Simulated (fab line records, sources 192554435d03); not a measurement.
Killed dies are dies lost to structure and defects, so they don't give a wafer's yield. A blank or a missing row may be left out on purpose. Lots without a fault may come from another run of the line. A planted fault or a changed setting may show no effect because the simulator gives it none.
Chamber matching | flow n5_finfet | N5_BEOL_M0_CUTY_ETCH_63 on rie_diel-01: 4 sister chambers
The step etches SOC in N2/H2, target depth 82.7 nm, overetch 16.5 nm, time 124 s. 8 wafers are shown with their chamber, then 11 later ones without.

WAFERS WITH THEIR CHAMBER
wafer  | chamber | throttle_valve_pct (%) | showerhead_plenum_p_Torr (Torr)
L085.2 | 0       | 17.84                  | 2.53
L085.3 | 1       | 18.05                  | 2.69
L086.3 | 0       | 17.84                  | 2.53
L086.5 | 3       | 17.46                  | 2.49
L089.2 | 3       | 17.46                  | 2.49
L089.4 | 1       | 18.05                  | 2.69
L089.6 | 2       | 17.54                  | 2.40
L090.2 | 2       | 17.55                  | 2.39

WAFERS WITHOUT THEIR CHAMBER
wafer  | throttle_valve_pct (%) | showerhead_plenum_p_Torr (Torr)
L090.4 | 18.06                  | 2.69
L090.5 | 17.86                  | 2.53
L094.2 | 18.10                  | 2.68
L094.3 | 17.56                  | 2.39
L094.4 | 17.89                  | 2.52
L096.2 | 18.08                  | 2.68
L096.3 | 17.49                  | 2.49
L096.4 | 18.08                  | 2.68
L097.1 | 17.53                  | 2.48
L097.2 | 18.09                  | 2.68
L097.4 | 18.10                  | 2.68

WHICH CHAMBER EACH WENT THROUGH
wafer  | from the rows above | in truth
L090.4 | 1                   | 1
L090.5 | 0                   | 0
L094.2 | 1                   | 1
L094.3 | 2                   | 2
L094.4 | 0                   | 0
L096.2 | 1                   | 1
L096.3 | 3                   | 3
L096.4 | 1                   | 1
L097.1 | 3                   | 3
L097.2 | 1                   | 1
L097.4 | 1                   | 1
Placed correctly: 11 of 11. Can't be placed from these rows: 0. Placed wrongly: 0.
How it was worked out, from the rows above alone: a wafer's distance from a chamber is the root of the sum, over the readings, of the square of ((its reading less the chamber's mean) divided by the reading's scatter). The wafer belongs to the nearest chamber; if the next one is less than 2 further off, it can't be placed. A chamber's mean is the mean of its shown wafers. The scatter: the root of (the sum of the squares of (reading less its chamber's mean) over the shown wafers, divided by (wafers less chambers)).
